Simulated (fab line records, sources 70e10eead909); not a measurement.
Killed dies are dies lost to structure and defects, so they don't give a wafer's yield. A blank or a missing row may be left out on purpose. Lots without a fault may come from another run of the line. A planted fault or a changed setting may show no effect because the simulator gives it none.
fab line records | flow nand_harc | part 1 of 2: steps 1 to 24 of 30
record lots=5 wafers=15 last_day=24
route steps=1159 shown A_STAIRCASE@594
lots that met no fault: from a run of the same line without faults
start_h: hours from the record's first day to the start of the lot's first wafer shown | wait_h: hours since the lot's step before | " the same as in the row above | L1.1+2: a row that stands for several wafers | - no value, or no start given | * or withheld: withheld | < > ~ a bound
route shown NAME@n: a module of which the file shows steps, and the number in the route of the first | usual: mean/standard deviation of fault-free wafers | same: alike in all rows | chamber/n: place in a boat | sites: the reading at each site | _std_site: their standard deviation | _edge_site: outer sites' mean less inner sites' | radius_mm: how far each site lies from the wafer's centre | mask NAME#n: copy n | behind: the tool/chamber that last shaped the wafer | hold: why the lot was held/for how many hours/how that ended | device: the transistor (n, p or np) that didn't switch | end of line: the same wafers' tests at the end of the route | a step without rows: its recipe alone | killed: dies lost to structure and defects at the first sort, not the wafer's yield | map: a wafer's dies, x killed, . not, _ none there
set.NAME: the setting as run; set.NAME@STEP: as run at that earlier step | model.NAME: the simulator's own value behind a step, which no gauge read
lots at some steps of the route; a table a step, a row a wafer
services: from which hour (start_h, from the record's first day; less than 0 if before it) a tool's chamber was out of use, for how many hours, and why
## steps
# step NHARC_A_STAIRCASE_TRIM_200
# recipe time_s=211.2 o2_flow_sccm=500 ar_flow_sccm=0 bias_w=0 chemistry=O2
# usual drypump_motor_current_A=5.7/0.32 oes_product_au=1.000/0.011 rf_vpp_V=57.8/0.95 showerhead_plenum_p_Torr=3.50/0.18 throttle_valve_pct=17.037/0.0088
# columns lot.wafer tool chamber start_h wait_h drypump_motor_current_A oes_product_au rf_hours_counter_h rf_vpp_V showerhead_plenum_p_Torr throttle_valve_pct
L074.2 rie_diel-03 3 - - 6.3 1.005 6 56.6 3.33 17.063
L074.3 " 0 " " 5.2 1.000 5 58.5 3.42 17.024
L074.4 " 1 " " 5.7 1.007 6 58.5 3.30 17.030
L079.1 rie_diel-03 1 - - 5.7 0.998 17 56.4 3.30 17.060
L079.3 " 2 " " 5.3 1.012 18 59.6 3.80 17.045
L079.2 " 3 " " 6.3 1.012 18 57.0 3.33 17.054
L080.1 rie_diel-09 1 - - 5.2 0.985 4 58.6 3.69 17.021
L080.3 " 2 " " 5.6 0.997 6 56.8 3.57 17.021
L080.4 " 0 " " 5.6 1.011 5 57.9 3.36 17.046
L086.4 rie_diel-03 0 - - 5.3 1.010 34 57.5 3.40 17.024
L086.6 " 3 " " 6.3 0.997 - 57.8 3.32 17.037
L086.5 " 0 " " 5.2 1.025 - 56.8 3.40 17.028
L096.4 rie_diel-03 2 - - 5.3 1.009 56 57.9 3.78 17.039
L096.3 " 3 " " 6.2 1.004 58 56.3 3.30 17.034
L096.6 " 0 " " 5.2 1.020 - 57.9 3.39 17.038
# step NHARC_A_STAIRCASE_ETCH_201
# recipe target_depth_a=1000 time_s=40.5 ion_energy_ev=400 c4f8_flow_sccm=20 o2_flow_sccm=10 ar_flow_sccm=withheld rf_w=600 bias_w=1000 chemistry=C4F8/O2
# usual oes_product_au=0.944/0.012 rf_vpp_V=895/6.9
# columns lot.wafer tool chamber start_h wait_h oes_product_au rf_hours_counter_h rf_vpp_V
L074.3 rie_diel-03 3 - - 0.940 6 889
L074.2 " 1 " " 0.937 6 887
L074.4 " 2 " " 0.936 6 906
L079.1 rie_diel-03 1 - - 0.953 17 887
L079.3 " 2 " " 0.958 18 906
L079.2 " 0 " " 0.966 17 893
L080.3 rie_diel-09 3 - - 0.947 6 905
L080.4 " 0 " " 0.962 5 889
L080.1 " 2 " " 0.955 6 896
L086.4 rie_diel-03 0 - - 0.960 34 893
L086.6 " 2 " " 0.956 - 905
L086.5 " 3 " " 0.951 - 888
L096.3 rie_diel-03 2 - - 0.944 56 905
L096.4 " 1 " " 0.952 55 886
L096.6 " 3 " " 0.950 - 887
# step NHARC_A_STAIRCASE_TRIM_202
# recipe time_s=211.2 o2_flow_sccm=500 ar_flow_sccm=0 bias_w=0 chemistry=O2
# usual drypump_motor_current_A=5.7/0.32 oes_product_au=0.999/0.011 rf_vpp_V=57.7/0.86 showerhead_plenum_p_Torr=3.52/0.19 throttle_valve_pct=17.036/0.0089
# columns lot.wafer tool chamber start_h wait_h drypump_motor_current_A oes_product_au rf_hours_counter_h rf_vpp_V showerhead_plenum_p_Torr throttle_valve_pct
L074.4 rie_diel-03 1 - - 5.7 1.005 6 57.9 3.30 17.055
L074.2 " 2 " " 5.3 0.999 6 57.8 3.80 17.016
L074.3 " 3 " " 6.2 1.000 6 58.4 3.33 17.040
L079.2 rie_diel-03 1 - - 5.8 1.007 17 58.8 3.29 17.048
L079.3 " 2 " " 5.3 1.003 18 59.6 3.80 17.031
L079.1 " 0 " " 5.2 1.006 17 56.9 3.41 17.037
L080.3 rie_diel-09 1 - - 5.2 0.970 5 57.8 3.69 17.029
L080.4 " 2 " " 5.7 1.003 6 58.1 3.57 17.048
L080.1 " 0 " " 5.6 1.003 5 57.2 3.36 17.041
L086.4 rie_diel-03 0 - - 5.3 1.012 34 58.8 3.40 17.029
L086.5 " 2 " " 5.3 1.001 - 58.1 3.79 17.032
L086.6 " 3 " " 6.2 1.005 - 58.0 3.32 17.034
L096.3 rie_diel-03 1 - - 5.7 1.007 55 57.3 3.28 17.029
L096.4 " 0 " " 5.2 1.012 57 58.0 3.39 17.033
L096.6 " 2 " " 5.3 1.005 - 57.7 3.78 17.027
# step NHARC_A_STAIRCASE_ETCH_203
# recipe target_depth_a=1000 time_s=40.5 ion_energy_ev=400 c4f8_flow_sccm=20 o2_flow_sccm=10 ar_flow_sccm=withheld rf_w=600 bias_w=1000 chemistry=C4F8/O2
# usual oes_product_au=0.941/0.013 rf_vpp_V=895/6.6
# columns lot.wafer tool chamber start_h wait_h oes_product_au rf_hours_counter_h rf_vpp_V
L074.3 rie_diel-03 0 - - 0.954 5 893
L074.4 " 2 " " 0.942 7 907
L074.2 " 3 " " 0.960 6 888
L079.1 rie_diel-03 1 - - 0.931 17 887
L079.3 " 2 " " 0.921 18 906
L079.2 " 0 " " 0.956 17 891
L080.1 rie_diel-09 0 - - 0.962 5 891
L080.3 " 1 " " 0.935 5 901
L080.4 " 2 " " 0.952 6 897
L086.4 rie_diel-03 2 - - 0.948 34 905
L086.5 " 3 " " 0.943 - 889
L086.6 " 0 " " 0.948 - 891
L096.4 rie_diel-03 1 - - 0.946 55 885
L096.3 " 2 " " 0.947 56 904
L096.6 " 2 " " 0.947 - 906
# step NHARC_A_STAIRCASE_STRIP_205
# recipe power_w=1500 temp_c=250 chemistry=O2
# usual drypump_motor_current_A=5.9/0.52 heater_power_w=332/37
# columns lot.wafer tool chamber start_h wait_h drypump_motor_current_A heater_power_w rf_hours_counter_h
L074.2 plasma_asher-02 1 239.31 0.1 5.9 360 16
L074.4 " 1 " " 6.0 358 -
L074.3 " 0 " " 5.2 277 -
L079.2 plasma_asher-01 0 267.99 0.1 6.5 364 56
L079.1 " 1 " " 6.3 338 56
L079.3 " 1 " " 6.3 342 -
L080.1 plasma_asher-02 1 273.77 0.1 5.9 354 29
L080.4 " 0 " " 5.2 274 -
L080.3 " 1 " " 5.9 352 -
L086.4 plasma_asher-01 1 318.87 0.5 6.3 325 -
L086.5 " 1 " " 6.3 322 -
L086.6 " 0 " " 6.5 377 -
L096.4 plasma_asher-02 0 375.56 0.2 5.2 285 -
L096.3 " 1 " " 5.9 359 -
L096.6 " 0 " " 5.1 281 -
# step NHARC_A_STAIRCASE_STRIP_206
# recipe time_s=900 temp_c=130 chemistry=SPM
# columns lot.wafer tool chamber start_h wait_h
L074.3+2+4 wet_bench-02 4,6,0 239.66 0.2
L079.2+1+3 wet_bench-02 7,2,4 268.34 0.3
L080.4+3+1 wet_bench-04 4,6,0 274.08 0.2
L086.4+6+5 wet_bench-04 3,4,7 319.13 0.2
L096.3+6+4 wet_bench-02 6,2,3 375.82 0.2
# step NHARC_A_STAIRCASE_PRECLEAN_207
# recipe time_s=* temp_c=50 bath_age_min=0 chemistry=SC1
# usual sc1_h2o2_end_mol_l=0.3699/0.00067
# columns lot.wafer tool chamber start_h wait_h sc1_h2o2_end_mol_l
L074.3 wet_bench-02 4 - - 0.3697
L074.2 " 6 " " 0.3684
L074.4 " 0 " " 0.3703
L079.2 wet_bench-02 7 - - 0.3697
L079.1 " 2 " " 0.3707
L079.3 " 4 " " 0.3697
L080.4 wet_bench-04 4 - - 0.3699
L080.3 " 6 " " 0.3700
L080.1 " 0 " " 0.3703
L086.4 wet_bench-04 3 - - 0.3696
L086.6 " 4 " " 0.3701
L086.5 " 7 " " 0.3693
L096.3 wet_bench-02 6 - - 0.3693
L096.6 " 2 " " 0.3718
L096.4 " 3 " " 0.3697
# step NHARC_A_STAIRCASE_SRD_208
# columns lot.wafer tool chamber start_h wait_h
L074.3+2+4 wet_bench-02 4,6,0 - -
L079.2+1+3 wet_bench-02 7,2,4 - -
L080.4+3+1 wet_bench-04 4,6,0 - -
L086.4+6+5 wet_bench-04 3,4,7 - -
L096.3+6+4 wet_bench-02 6,2,3 - -
# step NHARC_A_STAIRCASE_DEHYDRATE_209
# recipe temp_c=150 time_s=120
# columns lot.wafer tool chamber start_h wait_h
L074.2+3+4 litho_track-03 0 240.12 -
L079.1+2+3 litho_track-02 0 268.79 -
L080.1+3+4 litho_track-03 0 274.53 -
L086.4+5+6 litho_track-05 0 319.58 -
L096.3+4+6 litho_track-03 0 376.27 -
# step NHARC_A_STAIRCASE_HMDS_210
# recipe time_s=30
# columns lot.wafer tool chamber start_h wait_h
L074.2+3+4 litho_track-03 0 - -
L079.1+2+3 litho_track-02 0 - -
L080.1+3+4 litho_track-03 0 - -
L086.4+5+6 litho_track-05 0 - -
L096.3+4+6 litho_track-03 0 - -
# step NHARC_A_STAIRCASE_COAT_211
# recipe spin_rpm=1200
# columns lot.wafer tool chamber start_h wait_h
L074.2+3+4 litho_track-03 0 - -
L079.1+2+3 litho_track-02 0 - -
L080.1+3+4 litho_track-03 0 - -
L086.4+5+6 litho_track-05 0 - -
L096.3+4+6 litho_track-03 0 - -
# step NHARC_A_STAIRCASE_SOFTBAKE_212
# recipe temp_c=135 time_s=170
# columns lot.wafer tool chamber start_h wait_h
L074.2+3+4 litho_track-03 0 - -
L079.1+2+3 litho_track-02 0 - -
L080.1+3+4 litho_track-03 0 - -
L086.4+5+6 litho_track-05 0 - -
L096.3+4+6 litho_track-03 0 - -
# step NHARC_A_STAIRCASE_EBR_213
# columns lot.wafer tool chamber start_h wait_h
L074.2+3+4 litho_track-03 0 - -
L079.1+2+3 litho_track-02 0 - -
L080.1+3+4 litho_track-03 0 - -
L086.4+5+6 litho_track-05 0 - -
L096.3+4+6 litho_track-03 0 - -
# step NHARC_A_STAIRCASE_EXPOSE_214
# recipe na=0.5 dose_mj=31.26 mask_id=STAIR_3
# columns lot.wafer tool chamber start_h wait_h mask
L074.2+3+4 krf_scanner-03 0 240.46 - STAIR_3#0
L079.1+2+3 krf_scanner-02 0 269.00 - STAIR_3#0
L080.1+3+4 krf_scanner-03 0 274.86 - STAIR_3#0
L086.4+5+6 krf_scanner-03 0 319.94 - STAIR_3#0
L096.3+4+6 krf_scanner-03 0 376.62 - STAIR_3#0
# step NHARC_A_STAIRCASE_PEB_215
# recipe peb_temp_c=115 peb_time_s=130
# columns lot.wafer tool chamber start_h wait_h
L074.2+3+4 litho_track-02 0 240.52 0.1
L079.1+2+3 litho_track-05 0 269.07 0.1
L080.1+3+4 litho_track-03 0 274.93 0.1
L086.4+5+6 litho_track-03 0 320.00 0.1
L096.3+4+6 litho_track-02 0 376.67 0.1
# step NHARC_A_STAIRCASE_DEVELOP_216
# recipe time_s=140
# columns lot.wafer tool chamber start_h wait_h
L074.2+3+4 litho_track-02 0 - -
L079.1+2+3 litho_track-05 0 - -
L080.1+3+4 litho_track-03 0 - -
L086.4+5+6 litho_track-03 0 - -
L096.3+4+6 litho_track-02 0 - -
# step NHARC_A_STAIRCASE_HARDBAKE_218
# recipe temp_c=120 time_s=140
# columns lot.wafer tool chamber start_h wait_h
L074.2+3+4 litho_track-02 0 240.74 -
L079.1+2+3 litho_track-05 0 269.28 -
L080.1+3+4 litho_track-03 0 275.14 -
L086.4+5+6 litho_track-03 0 320.23 -
L096.3+4+6 litho_track-03 0 376.90 -
# step NHARC_A_STAIRCASE_DESCUM_219
# recipe time_s=3 o2_flow_sccm=200 ar_flow_sccm=0 bias_power_w=0 chemistry=O2
# usual drypump_motor_current_A=5.7/0.34 oes_product_au=1.003/0.011 rf_vpp_V=57.8/1 showerhead_plenum_p_Torr=1.90/0.1 throttle_valve_pct=11.312/0.0094
# columns lot.wafer tool chamber start_h wait_h drypump_motor_current_A oes_product_au rf_hours_counter_h rf_vpp_V showerhead_plenum_p_Torr throttle_valve_pct
L074.4 rie_diel-03 2 240.83 - 5.3 0.988 7 57.9 2.07 11.328
L074.2 " 0 " " 5.2 0.998 6 57.9 1.85 11.301
L074.3 " 1 " " 5.7 1.000 6 57.3 1.78 11.312
L079.3 rie_diel-02 2 269.38 - 5.9 1.000 41 57.7 2.06 11.312
L079.1 " 3 " " 5.5 0.998 41 57.6 1.81 11.309
L079.2 " 1 " " 5.6 0.974 45 58.1 1.93 11.314
L080.1 rie_diel-09 3 275.24 - 6.2 1.005 7 58.2 2.05 11.310
L080.4 " 0 " " 5.6 1.015 5 57.0 1.82 11.313
L080.3 " 2 " " 5.6 0.998 6 58.7 1.94 11.337
L086.4 rie_diel-03 2 320.33 - 5.3 0.994 35 57.9 2.06 11.302
L086.6 " 3 " " 6.3 0.998 - 57.4 1.79 11.315
L086.5 " 0 " " 5.2 1.006 - 55.9 1.84 11.315
L096.4 rie_diel-03 3 376.98 - 6.2 0.995 58 56.3 1.78 11.298
L096.3 " 2 " " 5.3 0.997 57 58.7 2.06 11.311
L096.6 " 0 " " 5.3 1.019 - 56.6 1.83 11.310
# step NHARC_A_STAIRCASE_TRIM_220
# recipe time_s=211.2 o2_flow_sccm=500 ar_flow_sccm=0 bias_w=0 chemistry=O2
# usual drypump_motor_current_A=5.7/0.34 oes_product_au=1.003/0.01 rf_vpp_V=57.7/0.95 showerhead_plenum_p_Torr=3.52/0.19 throttle_valve_pct=17.036/0.0091
# columns lot.wafer tool chamber start_h wait_h drypump_motor_current_A oes_product_au rf_hours_counter_h rf_vpp_V showerhead_plenum_p_Torr throttle_valve_pct
L074.2 rie_diel-03 0 240.92 0.1 5.2 1.011 6 57.1 3.42 17.036
L074.4 " 1 " " 5.7 1.000 6 58.1 3.30 17.036
L074.3 " 3 " " 6.2 1.002 6 56.8 3.33 17.040
L079.2 rie_diel-02 3 269.55 0.1 5.6 1.003 41 57.8 3.35 17.037
L079.1 " 0 " " 5.8 1.006 43 57.6 3.54 17.039
L079.3 " 1 " " 5.6 0.986 45 58.2 3.55 17.040
L080.4 rie_diel-09 0 275.35 0.1 5.6 1.004 5 57.8 3.36 17.044
L080.1 " 1 " " 5.2 0.983 5 56.5 3.69 17.042
L080.3 " 2 " " 5.6 1.008 6 59.4 3.57 17.044
L086.4 rie_diel-03 0 320.46 0.1 5.2 1.013 35 56.0 3.40 17.043
L086.5 " 3 " " 6.3 1.001 - 57.8 3.32 17.038
L086.6 " 0 " " 5.2 1.014 - 57.0 3.40 17.034
L096.3 rie_diel-03 0 377.08 0.1 5.2 1.025 57 57.6 3.39 17.037
L096.4 " 1 " " 5.8 1.004 55 57.8 3.27 17.033
L096.6 " 0 " " 5.2 1.012 - 57.2 3.39 17.038
# step NHARC_A_STAIRCASE_ETCH_221
# recipe target_depth_a=1000 time_s=40.5 ion_energy_ev=400 c4f8_flow_sccm=20 o2_flow_sccm=10 ar_flow_sccm=withheld rf_w=600 bias_w=1000 chemistry=C4F8/O2
# usual oes_product_au=0.944/0.015 rf_vpp_V=895/6.6
# columns lot.wafer tool chamber start_h wait_h oes_product_au rf_hours_counter_h rf_vpp_V
L074.3 rie_diel-03 3 - - 0.951 6 888
L074.2 " 0 " " 0.958 6 892
L074.4 " 1 " " 0.950 6 887
L079.3 rie_diel-02 3 - - 0.929 41 890
L079.2 " 0 " " 0.928 43 895
L079.1 " 2 " " 0.922 41 904
L080.1 rie_diel-09 1 - - 0.917 5 902
L080.4 " 2 " " 0.943 6 898
L080.3 " 0 " " 0.935 5 889
L086.4 rie_diel-03 2 - - 0.927 35 906
L086.6 " 3 " " 0.930 - 888
L086.5 " 0 " " 0.935 - 891
L096.3 rie_diel-03 0 - - 0.951 57 892
L096.4 " 2 " " 0.957 57 904
L096.6 " 0 " " 0.968 - 892
# step NHARC_A_STAIRCASE_TRIM_222
# recipe time_s=211.2 o2_flow_sccm=500 ar_flow_sccm=0 bias_w=0 chemistry=O2
# usual drypump_motor_current_A=5.6/0.32 oes_product_au=1.002/0.011 rf_vpp_V=57.6/0.87 showerhead_plenum_p_Torr=3.51/0.18 throttle_valve_pct=17.036/0.0082
# columns lot.wafer tool chamber start_h wait_h drypump_motor_current_A oes_product_au rf_hours_counter_h rf_vpp_V showerhead_plenum_p_Torr throttle_valve_pct
L074.3 rie_diel-03 0 - - 5.3 1.017 6 57.6 3.42 17.024
L074.4 " 1 " " 5.7 1.012 6 58.3 3.30 17.032
L074.2 " 3 " " 6.2 1.009 6 55.6 3.33 17.050
L079.3 rie_diel-02 2 - - 5.9 0.996 41 60.1 3.78 17.028
L079.1 " 3 " " 5.5 0.990 41 57.3 3.35 17.038
L079.2 " 0 " " 5.8 1.003 43 56.9 3.54 17.041
L080.3 rie_diel-09 1 - - 5.2 0.986 5 57.0 3.69 17.028
L080.4 " 3 " " 6.2 1.004 7 57.6 3.77 17.019
L080.1 " 0 " " 5.6 1.012 5 56.5 3.36 17.025
L086.4 rie_diel-03 2 - - 5.3 1.008 36 58.2 3.79 17.036
L086.5 " 0 " " 5.3 1.015 - 57.3 3.40 17.043
L086.6 " 1 " " 5.7 1.009 - 58.1 3.29 17.044
L096.3 rie_diel-03 3 - - 6.2 1.004 58 56.7 3.30 17.036
L096.4 " 0 " " 5.3 1.014 57 57.5 3.39 17.035
L096.6 " 2 " " 5.3 0.987 - 57.9 3.77 17.033
# step NHARC_A_STAIRCASE_ETCH_223
# recipe target_depth_a=1000 time_s=40.5 ion_energy_ev=400 c4f8_flow_sccm=20 o2_flow_sccm=10 ar_flow_sccm=withheld rf_w=600 bias_w=1000 chemistry=C4F8/O2
# usual oes_product_au=0.944/0.014 rf_vpp_V=895/6.8
# columns lot.wafer tool chamber start_h wait_h oes_product_au rf_hours_counter_h rf_vpp_V
L074.4 rie_diel-03 0 - - 0.948 6 892
L074.3 " 1 " " 0.945 7 888
L074.2 " 2 " " 0.958 7 905
L079.2 rie_diel-02 1 - - 0.909 45 897
L079.1 " 2 " " 0.927 42 905
L079.3 " 3 " " 0.923 41 888
L080.3 rie_diel-09 3 - - 0.929 7 904
L080.4 " 0 " " 0.938 5 892
L080.1 " 1 " " 0.912 5 902
L086.4 rie_diel-03 2 - - 0.937 36 905
L086.6 " 1 " " 0.941 - 886
L086.5 " 2 " " 0.941 - 905
L096.4 rie_diel-03 3 - - 0.936 58 887
L096.3 " 0 " " 0.965 57 889
L096.6 " 0 " " 0.967 - 890
# step NHARC_A_STAIRCASE_TRIM_224
# recipe time_s=211.2 o2_flow_sccm=500 ar_flow_sccm=0 bias_w=0 chemistry=O2
# usual drypump_motor_current_A=5.6/0.33 oes_product_au=1.002/0.01 rf_vpp_V=57.7/0.88 showerhead_plenum_p_Torr=3.51/0.18 throttle_valve_pct=17.037/0.0094
# columns lot.wafer tool chamber start_h wait_h drypump_motor_current_A oes_product_au rf_hours_counter_h rf_vpp_V showerhead_plenum_p_Torr throttle_valve_pct
L074.3 rie_diel-03 1 - - 5.7 0.997 7 57.8 3.30 17.039
L074.4 " 2 " " 5.3 1.003 7 59.0 3.80 17.042
L074.2 " 3 " " 6.2 1.001 6 56.9 3.33 17.049
L079.3 rie_diel-02 0 - - 5.8 1.007 43 59.0 3.54 17.033
L079.2 " 1 " " 5.6 0.974 45 57.4 3.55 17.033
L079.1 " 3 " " 5.6 0.996 41 56.4 3.35 17.048
L080.1 rie_diel-09 0 - - 5.6 1.003 5 56.0 3.36 17.022
L080.4 " 1 " " 5.2 0.992 5 57.9 3.69 17.034
L080.3 " 2 " " 5.6 1.012 7 57.3 3.57 17.050
L086.4 rie_diel-03 2 - - 5.3 1.004 36 58.3 3.79 17.038
L086.6 " 3 " " 6.3 1.004 - 57.3 3.32 17.033
L086.5 " 0 " " 5.3 1.008 - 57.4 3.40 17.038
L096.3 rie_diel-03 1 - - 5.7 1.006 56 56.0 3.27 17.035
L096.4 " 2 " " 5.3 1.003 57 58.9 3.78 17.026
L096.6 " 3 " " 6.2 0.990 - 57.1 3.30 17.047
# step NHARC_A_STAIRCASE_ETCH_225
# recipe target_depth_a=1000 time_s=40.5 ion_energy_ev=400 c4f8_flow_sccm=20 o2_flow_sccm=10 ar_flow_sccm=withheld rf_w=600 bias_w=1000 chemistry=C4F8/O2
# usual oes_product_au=0.946/0.013 rf_vpp_V=896/6.8
# columns lot.wafer tool chamber start_h wait_h oes_product_au rf_hours_counter_h rf_vpp_V
L074.3 rie_diel-03 1 - - 0.933 7 886
L074.4 " 3 " " 0.957 6 889
L074.2 " 0 " " 0.962 6 891
L079.3 rie_diel-02 1 - - 0.917 45 897
L079.1 " 3 " " 0.939 41 889
L079.2 " 0 " " 0.944 43 895
L080.1 rie_diel-09 2 - - 0.964 7 898
L080.4 " 3 " " 0.939 7 905
L080.3 " 0 " " 0.947 5 890
L086.4 rie_diel-03 2 - - 0.953 36 905
L086.5 " 3 " " 0.942 - 889
L086.6 " 0 " " 0.952 - 892
L096.4 rie_diel-03 0 - - 0.967 57 893
L096.3 " 1 " " 0.949 56 887
L096.6 " 0 " " 0.959 - 891
